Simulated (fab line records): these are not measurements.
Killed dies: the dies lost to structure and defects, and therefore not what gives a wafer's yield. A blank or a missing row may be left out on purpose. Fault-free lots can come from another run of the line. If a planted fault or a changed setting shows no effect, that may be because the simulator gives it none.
A lot that was struck, set against a sound lot :: flow n5Finfet :: 15 out of 1938 route steps
Sound: the wafers L887.2, L887.5, L887.6. Struck: wafer L884.1; the same lot's L884.5 was not struck, so it is left out; see the end for the cause.
Per side, at each step with rows, come the tool, then ch with its chambers, and then its first start. Under that, the readings that differ: sound wafers :: struck wafers :: difference of the means :: sigmas: that difference in standard deviations of wafers without a fault.
alike: a reading whose means differ by less than 2 such deviations, as well as words and numbers matching on both sides. not compared: withheld readings; readings where some wafer has no value; bounds like >300 that might hide an equal value; numbers whose values overlap and for which the record gives no deviation.
A row with sigmas, a row that says differs or no value, or rows on one side alone: a step with any of these is where the two part. Numbers that have no deviation but don't overlap get no sigmas and don't part them. Lack of a reading on every wafer of one side parts them only where that side has two or more wafers.

first, 1 step without rows for these wafers: N5_FIN_CUT_STRIP_31 (strips in N2/H2).
N5_FIN_CUT_STRIP_24: strips in CF4.
  sound on rieDiel-04 ch 0,1, day 5 22:06; struck on rieDiel-05 ch 2, day 5 04:30
  alike: drypumpMotorCurrentA, oesProductAu, rfVppV, showerheadPlenumPTorr, throttleValvePct
  not compared: rfHoursCounterH
N5_FIN_CUT_CUT_ETCH_26: etches SiNx in CH3F/O2, target depth 39 nm, time 55.7 s.
  sound on rieDiel-04 ch 0,1, day 5 22:07; struck on rieDiel-05 ch 2, day 5 04:31
  alike: drypumpMotorCurrentA, oesProductAu, rfVppV, showerheadPlenumPTorr, throttleValvePct
  not compared: rfHoursCounterH
then, 3 steps without rows for these wafers: N5_FIN_CUT_CUT_ETCH_27 (etches SiO2 in CHF3/O2, target depth 4 nm, overetch 2 nm, time 4.9 s); N5_FIN_CUT_PRECLEAN_35 (cleans in vHF, time 13.3 s); N5_FIN_CUT_CUT_ETCH_15 (etches Si in HBr/Cl2/O2, target depth 100 nm, bt time 10 s, time 42.4 s).
N5_FIN_CUT_CUT_ETCH_28: etches Si in HBr/Cl2/O2, target depth 6 nm, time 2.4 s.
  sound on rieSi-04 ch 1,2, day 5 22:22; struck on rieSi-04 ch 2, day 5 04:50
  alike: drypumpMotorCurrentA, oesProductAu, throttleValvePct
  not compared: rfHoursCounterH
N5_FIN_CUT_STRIP_22: strips in N2/H2.
  sound on rieDiel-01 ch 1,2,3, day 5 22:26; struck on rieDiel-01 ch 1, day 5 04:54
  alike: drypumpMotorCurrentA, oesProductAu, rfVppV, showerheadPlenumPTorr, throttleValvePct
  not compared: rfHoursCounterH
then, 3 steps without rows for these wafers: N5_FIN_CUT_PRECLEAN_36 (cleans in O3/DIW, time 60 s); N5_FIN_CUT_SRD_32 (time 30 s); N5_FIN_CUT_UV_OZONE_34 (time 120 s).
N5_FIN_CUT_INSPECT_17: inspects for defects (brightfield).
  sound: defectInspect-01 at day 5 22:37; struck: defectInspect-01 at day 5 05:04
  alike: rawDefectCount
N5_STI_FIN_REVEAL_ALD_00: deposits SiO2, target thk 1 nm, pulse time 1 s.
  sound on aldSin-01 ch 0,1, day 5 22:57; struck on aldSin-02 ch 2, day 5 05:05
reading: model.SiO2_of_STI_FIN_REVEAL_ALD_00.thkNm (nm)
sound: 1 1 1
struck: 1.4
difference: +0.4
sigmas: 
  alike: heaterPowerW, precursorPulseHeightRel
N5_STI_FIN_REVEAL_ALD_14: deposits Si3N4, target thk 3 nm.
  sound on aldSin-01 ch 0,1, day 5 23:00; struck on aldSin-02 ch 2, day 5 05:08
  alike: heaterPowerW
-- the record jumps here: 7 days lie between the struck wafers' starts before and after (it left off in module STI_FIN_REVEAL and takes up again in module BEOL_M4, whose first step shown is number 1111 of the route) --
N5_BEOL_M4_RC_MEAS_101:
  sound on prober-02 ch 0, day 13 18:16; struck on prober-01 ch 0, day 12 15:23
  alike: DIBL_N, DIBL_P, IOFF_N, IOFF_P, ION_N, ION_P, SS_N, SS_P, VT_N, VT_P

== WHERE THEY PART ==
Nowhere in this record.

WHY: whatever the simulator had introduced
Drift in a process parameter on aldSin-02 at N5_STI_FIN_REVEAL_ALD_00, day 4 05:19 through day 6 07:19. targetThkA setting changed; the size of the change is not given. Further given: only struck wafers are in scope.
